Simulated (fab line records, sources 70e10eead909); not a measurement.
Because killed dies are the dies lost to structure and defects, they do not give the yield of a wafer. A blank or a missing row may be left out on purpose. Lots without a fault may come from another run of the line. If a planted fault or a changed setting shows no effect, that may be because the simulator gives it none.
Code-filled problem report in 8D (eight disciplines) form :: flow nand-harc :: the parts of the form that need people (team, actions taken, sign-off) are left out

1. WHAT WENT WRONG
Mean of thk-nm at NHARC_A_BONDPAD_THK_MEAS_20: 29.9 nm across 6 wafers in 2 lots; on wafers with no fault it is 169.6 nm (standard deviation 1.6). Relative to the usual mean, that is a shift of -87 standard deviations.
The step: measures by xrf.
The first sign was on wafer L739.1 at day 23 07:20, on film-metro-01. At this step, 42 wafers from 14 lots have a number in the record. Rule for "out" (also "out of limits"): further than 4 standard deviations from the usual mean. All remaining wafers that have a number are taken as sound.

2. WHAT IT IS; WHAT IT IS NOT
question: which readings at this step
is: thk-nm
is not: -

question: which lots
is: L739, L741
is not: L719, L721, L722, L723, L724, L725, L727, L728, L729, L730, L731, L742

question: which wafers of those lots
is: all that have a number
is not: -

question: read on which gauges
is: film-metro-01, film-metro-02
is not: -

question: when
is: from day 23 07:20
is not: up to then (33 sound wafers); but 3 sound wafers of L742 came after

3. THE SUSPECTS, EACH WITH WHAT RULES IT OUT
Counting: a tool at a process step up to the reading stays a suspect if it ran every lot that is out and no sound lot after the first of them.
- the gauge at NHARC_A_BONDPAD_THK_MEAS_20 has been ruled out. The wafers that are out were read on 2 gauges (film-metro-01, film-metro-02).
- rtp-anneal-01 at NHARC_A_M1_ANNEAL_31 (time 90 s): ruled out as a lasting fault. Following L739 (day 23 01:50), the first lot on it that is out, the sound lots L742 were run on it.
- ecd-cu-01 at NHARC_A_BONDPAD_ECD_18 (material Cu, target thk 400 nm): kept. Every lot that is out went through it, starting with L739 (day 23 06:20), and after that it ran no sound lot; the last sound lot it ran before then is L730 (day 21 05:53).
Left after counting: ecd-cu-01 at NHARC_A_BONDPAD_ECD_18.

4. THE CAUSE (what the simulator had put in)
Skipped step whole: ecd-cu-01, from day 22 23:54 on, at NHARC_A_BONDPAD_ECD_18. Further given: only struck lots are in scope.
Counting left only this tool.

5. THE EFFECT CHAIN, in route order
One row per reading whose mean, taken over the struck wafers that have a number, lies over 3 standard deviations from the usual. Only readings for which the record gives a usual standard deviation are gone through. hours: the time from each lot's start at the first step in this table that gives one to its start at this step, as a median over the lots. sigmas: the change in usual standard deviations.
hours: 0
step: NHARC_A_BONDPAD_THK_MEAS_20
reading: thk-nm
usual: 169.6 nm
on struck wafers: 29.9
change: -139.7
sigmas: -87
Readings that are blank on the struck wafers while sound wafers have them: bath-heat-duty-pct at NHARC_A_BONDPAD_ECD_18; bath-temp-c at NHARC_A_BONDPAD_ECD_18.

6. WHAT WOULD HAVE CAUGHT IT SOONER
The first out-of-limits reading at a measuring or inspecting step in this record came at day 23 07:20, 7 hours after the fault's start at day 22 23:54.
At NHARC_A_BONDPAD_ECD_18 the tool's readings are blank on the struck wafers, where sound wafers have them: an empty tool record is the first sign, and it was there at once.
Among the 2 lots that are out, L741 began NHARC_A_BONDPAD_ECD_18 on ecd-cu-01 after day 23 07:20. A hold on the tool at that time would have spared it.
